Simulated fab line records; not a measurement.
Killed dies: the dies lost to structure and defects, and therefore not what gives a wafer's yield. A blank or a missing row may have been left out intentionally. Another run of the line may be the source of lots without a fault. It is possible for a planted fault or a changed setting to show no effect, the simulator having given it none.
Chamber matching -- flow nand_harc -- 3 sister chambers for NHARC_A_M1_DEP_33 on pecvd-04
The step deposits SiCN, target thk 30 nm. 18 wafers are shown with their chamber, then 9 later ones without.

## EACH WAFER AND ITS CHAMBER
wafer,chamber,heater_power_w (W),chamber_pressure_Torr (Torr)
L074.2,2,654,2.997
L074.4,0,568,3.002
L074.5,2,654,3.006
L076.1,2,562,2.997
L076.2,0,518,3.005
L076.3,1,655,2.995
L080.1,2,673,3.003
L080.3,0,565,3.003
L080.5,2,679,3.004
L079.1,1,666,2.997
L079.3,0,542,2.996
L079.4,2,621,3.012
L082.3,0,549,3.017
L082.4,0,553,3.012
L082.6,1,697,3.003
L085.1,0,508,2.992
L085.4,0,498,2.993
L085.6,1,638,3.000

SIGNATURES (means of the wafers above)
reading,chamber 0,chamber 1,chamber 2,scatter within a chamber
heater_power_w,537.62,664.00,640.50,32.8
chamber_pressure_Torr,3.00250,2.99875,3.00317,0.00707
Rule: for a wafer and a chamber, the distance is found by dividing, reading by reading, the gap between the wafer's reading and the chamber's mean by the reading's scatter, squaring, summing and taking the root. If the next closest chamber is less than 2 further off than the closest, the wafer can't be placed; otherwise it belongs to the closest. How the scatter is found: for the shown wafers, subtract from each reading the mean of its chamber, square and add these, divide the total by (wafers less chambers), then take the root.

## WAFERS MISSING THEIR CHAMBER
wafer,heater_power_w (W),chamber_pressure_Torr (Torr)
L089.3,502,2.999
L089.5,644,3.005
L089.6,515,3.000
L090.2,634,2.998
L090.5,642,2.996
L090.6,516,3.010
L096.1,555,3.012
L096.2,688,2.992
L096.4,712,3.000

## WHICH CHAMBER EACH ONE RAN IN
wafer,from the rows above,in truth
L089.3,0,0
L089.5,can't be placed: 2 or 1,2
L089.6,0,0
L090.2,can't be placed: 2 or 1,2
L090.5,can't be placed: 1 or 2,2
L090.6,0,0
L096.1,can't be placed: 0 or 2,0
L096.2,can't be placed: 1 or 2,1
L096.4,can't be placed: 1 or 2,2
Placed correctly: 3 of 9. These rows do not allow placing 6 (true chamber among the candidates in 6). Number placed wrongly: 0.
